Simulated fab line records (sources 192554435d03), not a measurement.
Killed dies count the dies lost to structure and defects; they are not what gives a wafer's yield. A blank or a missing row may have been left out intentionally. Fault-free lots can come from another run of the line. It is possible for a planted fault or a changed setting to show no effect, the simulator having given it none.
Struck lot and sound lot, side by side	flow n5_finfet	36 steps out of a route of 1938
Sound: these wafers, L596.2, L596.3, L596.4. Struck: wafer L607.1 (left out: L607.2, L607.3 of the same lot, which were not struck); the cause appears at the end.
Per side, at each step with rows, come the tool, then ch with its chambers, and then its first start. Under that, the readings that differ: sound wafers	struck wafers	difference of the means	sigmas: that difference in standard deviations of wafers without a fault.
alike: readings whose means differ by less than 2 such deviations, and words and numbers that are the same on both sides. not compared: withheld readings, readings that some wafer has no value for, bounds like >300 that may hide the same value, and numbers for which the record gives no deviation and whose values overlap.
Wherever a step has rows on one side only, a row that says differs or no value, or a row with sigmas, the two part there. When numbers do not overlap yet have no deviation, they are printed without sigmas and do not part them. A reading missing from all wafers of one side parts the sides only when that side holds two or more wafers.

first, 9 steps without rows for these wafers: N5_SD_EPI_P_COAT_35 (time 60 s, resist thk 35 nm); N5_SD_EPI_P_COAT_03 (resist thk 150 nm); N5_SD_EPI_P_EBR_05; N5_SD_EPI_P_SOFTBAKE_04 (time 60 s); N5_SD_EPI_P_EXPOSE_06 (exposes mask SD P BLK, target cd 240 nm); N5_SD_EPI_P_PEB_07 (peb time 60 s); N5_SD_EPI_P_DEVELOP_08 (develop time 30 s); N5_SD_EPI_P_DESCUM_14 (chemistry O2, time 7.9 s); N5_SD_EPI_P_ETCH_36 (etches SiARC in CF4, target depth 45.5 nm, time 75.8 s).
N5_SD_EPI_P_ETCH_37: etches SOC in N2/H2, overetch 108 nm, time 486 s.
  sound on rie_diel-02 ch 0,1,3, day 5 00:25; struck on rie_diel-02 ch 3, day 7 18:45
reading	sound	struck	difference	sigmas
rf_fwd_power_W (W)	3006 3003 2990	2260	-740	-84
rf_vpp_V (V)	243.0 240.1 240.9	266.2	+24.9	+15
model.SD_EPI_P.cd_nm (nm)	238.4 239.6 239	238.2	-0.8	
model.SiARC_of_SD_EPI_P_COAT_35.thk_nm (nm)	20 20.2 20.2	22.8	+2.7	
  alike: drypump_motor_current_A, oes_product_au, showerhead_plenum_p_Torr, throttle_valve_pct
  not compared: rf_hours_counter_h
then, 1 step without rows for these wafers: N5_SD_EPI_P_STRIP_38 (strips in N2/H2).
N5_SD_EPI_P_ETCHBACK_46: etches SiNx in CH3F/O2, stops on SiO2, target depth 17.5 nm.
  sound on rie_diel-02 ch 0,1,3, day 5 00:44; struck on rie_diel-02 ch 3, day 7 19:04
reading	sound	struck	difference	sigmas
oes_product_au (a.u.)	0.77 0.64 0.65	0.46	-0.23	-4
  alike: drypump_motor_current_A, rf_vpp_V, showerhead_plenum_p_Torr, throttle_valve_pct
  not compared: rf_hours_counter_h
then, 1 step without rows for these wafers: N5_SD_EPI_P_ETCH_47 (etches SiOCN in CH3F/O2, target depth 25 nm).
N5_SD_EPI_P_ETCH_16: etches SiO2 in CHF3/O2, target depth 5 nm.
  sound on rie_diel-02 ch 0,1,3, day 5 00:56; struck on rie_diel-02 ch 3, day 7 19:16
reading	sound	struck	difference	sigmas
model.SiARC_of_SD_EPI_P_COAT_35.thk_nm (nm)	12 12.2 12.2	14.8	+2.7	
  alike: drypump_motor_current_A, oes_product_au, rf_fwd_power_W, rf_vpp_V, showerhead_plenum_p_Torr, throttle_valve_pct
  not compared: rf_hours_counter_h
then, 1 step without rows for these wafers: N5_SD_EPI_P_STRIP_50 (strips in CHF3/O2).
N5_SD_EPI_P_SD_RECESS_17: chemistry HBr/Cl2/O2, target depth 39.1 nm, bt time 3 s.
  sound on rie_si-04 ch 0,1,3, day 5 01:01; struck on rie_si-04 ch 0, day 7 19:20
reading	sound	struck	difference	sigmas
rf_hours_counter_h (h)	113 67 169	171	+55	
  alike: drypump_motor_current_A, oes_product_au, throttle_valve_pct
  not compared: model.SD_EPI_P.cd_nm
then, 18 steps without rows for these wafers: N5_SD_EPI_P_WET_ETCH_45 (etches SiO2 in dHF, time 10.7 s, target depth 2 nm, rinse time 30 s); N5_SD_EPI_P_STRIP_40 (strips in N2/H2); N5_SD_EPI_P_PRECLEAN_52 (cleans in O3/DIW, time 60 s); N5_SD_EPI_P_SRD_20 (time 30 s); N5_SD_EPI_P_PRECLEAN_51 (cleans in NF3:NH3, afs cycles 1, time 20 s, sublimation time 60 s); N5_SD_EPI_P_VAPOR_ETCH_44 (etches SiGe30 in NF3/Ar, time 3.3 s); N5_SD_EPI_P_EPI_21 (deposits SiGe:B, time 355 s); N5_SD_EPI_P_HM_STRIP_48 (strips SiNx in H3PO4, material SiNx, target depth 3 nm); N5_SD_EPI_P_SRD_49 (time 30 s); N5_SD_EPI_P_PRECLEAN_24 (cleans in O3/DIW, time 45 s); N5_SD_EPI_P_PRECLEAN_32 (cleans in dHF, time 10 s); N5_SD_EPI_P_PRECLEAN_33 (cleans in SC2, time 45 s); N5_SD_EPI_P_SRD_25 (time 30 s); N5_SD_ACTIVATION_RTA_00 (time 0 s); N5_SD_ACTIVATION_LSA_01 (time 0.0008 s); N5_ILD0_LINER_00 (material SiNx, target thk 4 nm, pulse time 1 s, purge time 2 s); N5_ILD0_FCVD_FILL_01 (material SiO2 flowable, target thk 200 nm, time 328.3 s); N5_ILD0_CURE_02 (time 1800 s).
N5_BEOL_M4_RC_MEAS_101:
  the record has rows for the sound wafers here (prober-02 ch 0, day 9 11:10) and none for the struck ones
-- a jump in the record: the struck wafers' starts before and after are 10 days apart (it breaks off in module BEOL_M4 and resumes in module PASSIVATION, where the first step shown is number 1936 of the route) --
N5_PASSIVATION_PROBE_49:
  sound on prober-02 at day 14 11:56; struck on prober-01 at day 17 09:55
reading	sound	struck	difference	sigmas
defect_limited_yield (%)	91.8	7.9	-83.9	-70
killed_at_contacts	1	16	+15	+3
killed_at_front_end	44	1012	+968	+99 or more
killed_dies	97	1087	+990	+66
killed_on_rim	15	148	+133	+37
killed_open	60	85	+25	+2
sort_bin_5_function (%)	4.4	87.9	+83.5	+99 or more
sort_n_pass	1083	93	-990	-66
sort_yield_pct (%)	91.8	7.9	-83.9	-70
  alike: killed_at_M0_to_M3, killed_at_M4_up, killed_at_other, killed_short, sort_bin_6_memory

WHERE THEY PART
At N5_SD_EPI_P_ETCH_37 first; at N5_PASSIVATION_PROBE_49 last (within this record only).

WHY: what had been put in by the simulator
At N5_SD_EPI_P_ETCH_37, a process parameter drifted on rie_diel-02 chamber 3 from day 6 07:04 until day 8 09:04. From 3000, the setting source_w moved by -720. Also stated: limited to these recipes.
